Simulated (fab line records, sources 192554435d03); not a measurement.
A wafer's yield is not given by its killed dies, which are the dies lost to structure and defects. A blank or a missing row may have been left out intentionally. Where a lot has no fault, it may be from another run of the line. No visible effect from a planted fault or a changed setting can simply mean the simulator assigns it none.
Matching of chambers -- flow n5-finfet -- N5_FIN_CUT_STRIP_24 on rie-diel-01: 4 sister chambers
The step strips in CF4. 16 wafers are shown with their chamber, then 8 later ones without.

== WAFERS PAIRED WITH THEIR CHAMBERS ==
wafer,chamber,showerhead-plenum-p-Torr (Torr),drypump-motor-current-A (A),throttle-valve-pct (%)
L078.1,0,1.77,5.0,13.62
L078.5,0,1.76,4.9,13.61
L078.6,3,1.88,5.6,13.39
L079.3,3,1.88,5.6,13.39
L079.5,0,1.76,5.0,13.62
L079.6,3,1.88,5.6,13.41
L084.1,0,1.76,5.0,13.62
L084.3,3,1.88,5.6,13.42
L084.5,3,1.88,5.6,13.42
L086.2,2,1.74,5.2,13.48
L086.4,0,1.76,5.0,13.65
L086.5,1,1.76,5.7,13.24
L088.2,1,1.76,5.8,13.25
L088.5,2,1.74,5.2,13.48
L088.6,1,1.76,5.8,13.23
L092.4,3,1.88,5.6,13.44

SIGNATURES (means of the wafers above)
reading,chamber 0,chamber 1,chamber 2,chamber 3,scatter within a chamber
showerhead-plenum-p-Torr,1.7620,1.7600,1.7400,1.8800,0.00258
drypump-motor-current-A,4.980,5.767,5.200,5.600,0.035
throttle-valve-pct,13.6240,13.2400,13.4800,13.4117,0.0158
Rule: a wafer lies at a distance from a chamber equal to the root of the sum of squares, over the readings, of (its reading less the chamber's mean, divided by the reading's scatter). If the next closest chamber is less than 2 further off than the closest, the wafer can't be placed; otherwise it belongs to the closest. The scatter is the square root of a quotient: the sum, over the shown wafers, of each reading's squared deviation from its chamber's mean, divided by wafers minus chambers.

== WAFERS WHOSE CHAMBER IS MISSING ==
wafer,showerhead-plenum-p-Torr (Torr),drypump-motor-current-A (A),throttle-valve-pct (%)
L092.5,1.88,5.6,13.46
L092.6,1.74,5.2,13.51
L094.1,1.88,5.6,13.45
L094.4,1.74,5.2,13.51
L094.5,1.88,5.6,13.47
L097.2,1.75,5.8,13.28
L097.3,1.74,5.2,13.54
L097.5,1.76,5.0,13.08

== WHICH CHAMBER EACH ONE RAN IN ==
wafer,from the rows above,in truth
L092.5,3,3
L092.6,2,2
L094.1,3,3
L094.4,2,2
L094.5,3,3
L097.2,1,1
L097.3,2,2
L097.5,1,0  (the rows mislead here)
Placed correctly: 7 of 8. Not placeable from these rows: 0. Wrongly placed: 1.
